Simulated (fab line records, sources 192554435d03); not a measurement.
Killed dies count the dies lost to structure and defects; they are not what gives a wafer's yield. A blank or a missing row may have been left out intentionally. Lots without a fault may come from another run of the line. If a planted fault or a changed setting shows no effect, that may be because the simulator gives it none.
fab line records | flow n5_finfet | part 2 of 2: steps 31 to 41 of 41
[record] lots = 5 | wafers = 15 | last_day = 16
route steps=1938 shown STI_FIN_REVEAL@194 DUMMY_GATE@212
lots that met no fault: taken from a fault-free run of the same line
start_h: hours from the record's first day to the start of the lot's first wafer shown | wait_h: time in hours since the lot's previous step | " identical to the entry in the row above | L1.1+2: one row covering several wafers at once | - no value, or no start given | * or withheld: withheld | < > ~ a bound
route shown NAME@n: NAME is a module with steps in the file, n the number in the route of the first one | usual: the fault-free wafers' mean and standard deviation | same: alike in all rows | chamber/n: place in a boat | sites: readings site by site | _std_site: their standard deviation | _edge_site: inner sites' mean taken away from outer sites' mean | radius_mm: how far each site lies from the wafer's centre | mask NAME#n: copy n | behind: tool/chamber where the wafer was last shaped | hold: reason for holding the lot/hours on hold/outcome of the hold | device: whichever transistor did not switch (one of n, p or np) | end of line: the tests these same wafers got at the end of their route | a step given without rows: its recipe and nothing more | killed: not the wafer's yield, but the dies lost to structure and defects at the first sort | map: dies across one wafer; x = killed, . = not, _ = none there
set.NAME: the run value of the setting; set.NAME@STEP: its run value at that earlier step | model.NAME: the simulator's own value behind a step, which no gauge read
lots seen at some steps along the route; tables by step, rows by wafer
services: a tool's chamber out of use, with start hour (start_h, from the record's first day; less than 0 if before it), hours out, and reason
[[steps]]
[step N5_DUMMY_GATE_COAT_28]
[recipe] resist = underlayer | temp_c = 205 | time_s = 60 | spin_rpm = 1500 | resist_thk_nm = 10
lot.wafer  | tool           | chamber | start_h | wait_h
L074.1+2+6 | litho_track-05 | 0       | -       | -
L082.1+4+5 | litho_track-02 | 0       | -       | -
L086.2+5+6 | litho_track-03 | 0       | -       | -
L087.4+5+6 | litho_track-02 | 0       | -       | -
L094.1+3+5 | litho_track-02 | 0       | -       | -
[step N5_DUMMY_GATE_COAT_09]
[recipe] resist = CAR-EUV | spin_rpm = 1500 | resist_thk_nm = 30
lot.wafer  | tool           | chamber | start_h | wait_h
L074.1+2+6 | litho_track-05 | 0       | -       | -
L082.1+4+5 | litho_track-02 | 0       | -       | -
L086.2+5+6 | litho_track-03 | 0       | -       | -
L087.4+5+6 | litho_track-02 | 0       | -       | -
L094.1+3+5 | litho_track-02 | 0       | -       | -
[step N5_DUMMY_GATE_EBR_11]
[recipe] solvent = PGMEA | ebr_width_mm = 1.5
lot.wafer  | tool           | chamber | start_h | wait_h
L074.1+2+6 | litho_track-05 | 0       | -       | -
L082.1+4+5 | litho_track-02 | 0       | -       | -
L086.2+5+6 | litho_track-03 | 0       | -       | -
L087.4+5+6 | litho_track-02 | 0       | -       | -
L094.1+3+5 | litho_track-02 | 0       | -       | -
[step N5_DUMMY_GATE_SOFTBAKE_10]
[recipe] temp_c = 110 | time_s = 60 | resist = CAR-EUV
lot.wafer  | tool           | chamber | start_h | wait_h
L074.1+2+6 | litho_track-05 | 0       | -       | -
L082.1+4+5 | litho_track-02 | 0       | -       | -
L086.2+5+6 | litho_track-03 | 0       | -       | -
L087.4+5+6 | litho_track-02 | 0       | -       | -
L094.1+3+5 | litho_track-02 | 0       | -       | -
[step N5_DUMMY_GATE_EXPOSE_12]
[recipe] mask_id = GATE | na = 0.33 | source_shape = annular | sigma_inner = 0.2 | sigma_outer = 0.6 | polarization = unpolarized | target_cd_nm = 25 | dose_mj = 34
[usual] stage_msd_nm = 0.82/0.036
lot.wafer | tool           | chamber | start_h | wait_h | mask   | stage_msd_nm
L074.1    | euv_scanner-02 | 0       | 45.18   | -      | GATE#0 | 0.85
L074.2    | "              | 0       | "       | "      | GATE#0 | 0.86
L074.6    | "              | 0       | "       | "      | GATE#0 | 0.85
L082.1    | euv_scanner-01 | 0       | 94.79   | -      | GATE#0 | 0.78
L082.4    | "              | 0       | "       | "      | GATE#0 | 0.78
L082.5    | "              | 0       | "       | "      | GATE#0 | 0.77
L086.2    | euv_scanner-02 | 0       | 120.99  | -      | GATE#0 | 0.84
L086.5    | "              | 0       | "       | "      | GATE#0 | 0.85
L086.6    | "              | 0       | "       | "      | GATE#0 | 0.85
L087.4    | euv_scanner-02 | 0       | 128.71  | -      | GATE#0 | 0.84
L087.5    | "              | 0       | "       | "      | GATE#0 | 0.85
L087.6    | "              | 0       | "       | "      | GATE#0 | 0.85
L094.1    | euv_scanner-02 | 0       | 165.51  | -      | GATE#0 | 0.84
L094.3    | "              | 0       | "       | "      | GATE#0 | 0.84
L094.5    | "              | 0       | "       | "      | GATE#0 | 0.85
[step N5_DUMMY_GATE_PEB_13]
[recipe] peb_temp_c = 100 | peb_time_s = 60 | resist = CAR-EUV
lot.wafer  | tool           | chamber | start_h | wait_h
L074.1+2+6 | litho_track-02 | 0       | 45.24   | 0.1
L082.1+4+5 | litho_track-03 | 0       | 94.85   | 0.1
L086.2+5+6 | litho_track-03 | 0       | 121.04  | 0.0
L087.4+5+6 | litho_track-03 | 0       | 128.75  | 0.0
L094.1+3+5 | litho_track-03 | 0       | 165.57  | 0.1
[step N5_DUMMY_GATE_DEVELOP_14]
[recipe] develop_time_s = 30 | developer = TMAH | resist = CAR-EUV | rinse_liquid = surfactant_rinse | dry = air_spin | dev_temp_c = 23
[usual] developer_temp_C = 22.99/0.1
lot.wafer | tool           | chamber | start_h | wait_h | developer_temp_C
L074.1    | litho_track-02 | 0       | -       | -      | 23.04
L074.2    | "              | 0       | "       | "      | 23.06
L074.6    | "              | 0       | "       | "      | 23.09
L082.1    | litho_track-03 | 0       | -       | -      | 23.12
L082.4    | "              | 0       | "       | "      | 23.00
L082.5    | "              | 0       | "       | "      | 23.11
L086.2    | litho_track-03 | 0       | -       | -      | 22.88
L086.5    | "              | 0       | "       | "      | 22.84
L086.6    | "              | 0       | "       | "      | 22.93
L087.4    | litho_track-03 | 0       | -       | -      | 22.97
L087.5    | "              | 0       | "       | "      | 23.01
L087.6    | "              | 0       | "       | "      | 23.04
L094.1    | litho_track-03 | 0       | -       | -      | 22.92
L094.3    | "              | 0       | "       | "      | 22.89
L094.5    | "              | 0       | "       | "      | 23.02
[step N5_DUMMY_GATE_CD_MEAS_15]
[recipe] target_cd_nm = 25.8 | landing_energy_ev = 500 | detector = se_inlens
[usual] cd_nm = 25.07/0.24
lot.wafer | tool      | chamber | start_h | wait_h | cd_nm
L074.1    | cd_sem-03 | 0       | 45.30   | -      | 25.47
L074.2    | "         | 0       | "       | "      | 25.13
L074.6    | "         | 0       | "       | "      | 24.94
L082.1    | cd_sem-02 | 0       | 94.91   | -      | 25.14
L082.4    | "         | 0       | "       | "      | 25.38
L082.5    | "         | 0       | "       | "      | 24.83
L086.2    | cd_sem-01 | 0       | 121.11  | -      | 24.74
L086.5    | "         | 0       | "       | "      | 24.70
L086.6    | "         | 0       | "       | "      | 25.07
L087.4    | cd_sem-03 | 0       | 128.83  | -      | 25.15
L087.5    | "         | 0       | "       | "      | 24.95
L087.6    | "         | 0       | "       | "      | 24.77
L094.1    | cd_sem-02 | 0       | 165.63  | -      | 24.75
L094.3    | "         | 0       | "       | "      | 25.44
L094.5    | "         | 0       | "       | "      | 24.88
[step N5_DUMMY_GATE_OVL_MEAS_16]
[recipe] points_per_wafer = 522
[usual] GATE_OVL = 0.2/0.71
lot.wafer | tool       | chamber | start_h | wait_h | GATE_OVL[nm]
L074.1    | overlay-01 | 0       | 45.34   | 0.0    | 0.6
L074.2    | "          | 0       | "       | "      | 2.3
L074.6    | "          | 0       | "       | "      | 0.6
L082.1    | overlay-01 | 0       | 94.95   | 0.0    | 1.2
L082.4    | "          | 0       | "       | "      | 0.4
L082.5    | "          | 0       | "       | "      | 0.6
L086.2    | overlay-01 | 0       | 121.15  | 0.0    | -0.3
L086.5    | "          | 0       | "       | "      | -1.0
L086.6    | "          | 0       | "       | "      | 0.5
L087.4    | overlay-01 | 0       | 128.88  | 0.0    | -1.1
L087.5    | "          | 0       | "       | "      | 0.4
L087.6    | "          | 0       | "       | "      | -0.4
L094.1    | overlay-01 | 0       | 165.67  | 0.0    | 0.7
L094.3    | "          | 0       | "       | "      | 0.9
L094.5    | "          | 0       | "       | "      | 0.7
[step N5_DUMMY_GATE_INSPECT_17]
[recipe] mode = adi | inspect_instrument = brightfield
[usual] raw_defect_count = 214/52
lot.wafer | tool              | chamber | start_h | wait_h | raw_defect_count
L074.1    | defect_inspect-01 | -       | 45.40   | 0.1    | 271
L074.2    | "                 | -       | "       | "      | 433
L074.6    | "                 | -       | "       | "      | 254
L082.1    | defect_inspect-01 | -       | 95.01   | 0.1    | 216
L082.4    | "                 | -       | "       | "      | 194
L082.5    | "                 | -       | "       | "      | 290
L086.2    | defect_inspect-02 | -       | 121.21  | 0.0    | 204
L086.5    | "                 | -       | "       | "      | 154
L086.6    | "                 | -       | "       | "      | 252
L087.4    | defect_inspect-02 | -       | 128.92  | 0.0    | 179
L087.5    | "                 | -       | "       | "      | 273
L087.6    | "                 | -       | "       | "      | 212
L094.1    | defect_inspect-02 | -       | 165.73  | 0.1    | 203
L094.3    | "                 | -       | "       | "      | 192
L094.5    | "                 | -       | "       | "      | 230
[step N5_DUMMY_GATE_DESCUM_20]
[recipe] chemistry = O2 | time_s = 6.2 | source_power_w = 50 | bias_power_w = 20 | pressure_mtorr = 20 | rf_frequency_hz = 2.712e+07 | temp_c = 40 | resist = CAR-EUV | o2_flow_sccm = 225
[usual] drypump_motor_current_A = 5.7/0.36 | oes_product_au = 0.80/0.1 | rf_vpp_V = 243.7/1.2 | showerhead_plenum_p_Torr = 2.13/0.054 | throttle_valve_pct = 20.34/0.23
lot.wafer | tool        | chamber | start_h | wait_h | drypump_motor_current_A | oes_product_au | rf_hours_counter_h | rf_vpp_V | showerhead_plenum_p_Torr | throttle_valve_pct
L074.1    | rie_diel-01 | 1       | 45.67   | 0.3    | 5.7                     | 0.93           | 16                 | 245.3    | 2.24                     | 20.40
L074.2    | "           | 3       | "       | "      | 6.2                     | 0.68           | 221                | 242.6    | 2.07                     | 20.30
L074.6    | "           | 1       | "       | "      | 5.7                     | 0.93           | -                  | 245.7    | 2.24                     | 20.40
L082.1    | rie_diel-05 | 0       | 95.05   | 0.0    | 5.0                     | 0.73           | 185                | 243.8    | 2.18                     | 20.32
L082.4    | "           | 3       | "       | "      | 5.8                     | 0.72           | 230                | 243.3    | 2.14                     | 20.03
L082.5    | "           | 0       | "       | "      | 5.0                     | 0.72           | -                  | 244.0    | 2.18                     | 20.32
L086.2    | rie_diel-01 | 0       | 121.24  | 0.0    | 5.6                     | 0.70           | 220                | 242.8    | 2.06                     | 20.45
L086.5    | "           | 1       | "       | "      | 5.7                     | 0.89           | -                  | 245.8    | 2.23                     | 20.44
L086.6    | "           | 2       | "       | "      | 5.8                     | 0.92           | -                  | 241.4    | 2.08                     | 20.73
L087.4    | rie_diel-05 | 1       | 128.98  | 0.1    | 5.6                     | 0.90           | 26                 | 243.8    | 2.14                     | 20.21
L087.5    | "           | 0       | "       | "      | 5.0                     | 0.71           | -                  | 244.7    | 2.17                     | 20.34
L087.6    | "           | 3       | "       | "      | 5.8                     | 0.71           | -                  | 244.5    | 2.13                     | 20.06
L094.1    | rie_diel-01 | 1       | 165.77  | 0.0    | 5.7                     | 0.86           | 57                 | 244.6    | 2.22                     | 20.47
L094.3    | "           | 0       | "       | "      | 5.6                     | 0.68           | 237                | 242.8    | 2.06                     | 20.48
L094.5    | "           | 0       | "       | "      | 5.6                     | 0.68           | -                  | 243.2    | 2.06                     | 20.48
[[services]]
tool            | chamber | start_h | hours | kind
ald_sin-01      | 0       | 17.00   | 4.3   | repair
pecvd-02        | -       | 18.08   | 1.0   | repair
ald_sin-01      | -       | 21.92   | 6.1   | pm
cmp-01          | -       | 26.49   | 4.8   | pm
cmp-03          | -       | 29.29   | 1.2   | repair
euv_scanner-02  | -       | 31.36   | 1.0   | pm
ald_sin-01      | -       | 39.01   | 4.3   | pm
euv_scanner-02  | -       | 48.82   | 0.7   | repair
pecvd-02        | -       | 57.48   | 1.9   | repair
ald_sin-01      | 0       | 57.93   | 6.9   | repair
euv_scanner-02  | -       | 65.86   | 4.6   | pm
rie_diel-01     | 2       | 78.79   | 3.0   | repair
plasma_asher-01 | -       | 84.16   | 4.3   | pm
ald_sin-01      | 2       | 86.81   | 36.7  | repair
euv_scanner-02  | -       | 87.51   | 1.0   | pm
rie_diel-01     | -       | 100.88  | 0.9   | repair
plasma_asher-02 | -       | 101.08  | 0.9   | repair
cmp-01          | -       | 102.80  | 2.5   | repair
plasma_asher-02 | -       | 121.91  | 15.6  | pm
cmp-01          | -       | 123.45  | 1.3   | repair
plasma_asher-02 | -       | 140.75  | 5.2   | repair
euv_scanner-02  | -       | 143.66  | 1.0   | pm
pecvd-02        | -       | 144.46  | 0.7   | repair
wet_bench-02    | -       | 160.49  | 4.4   | pm
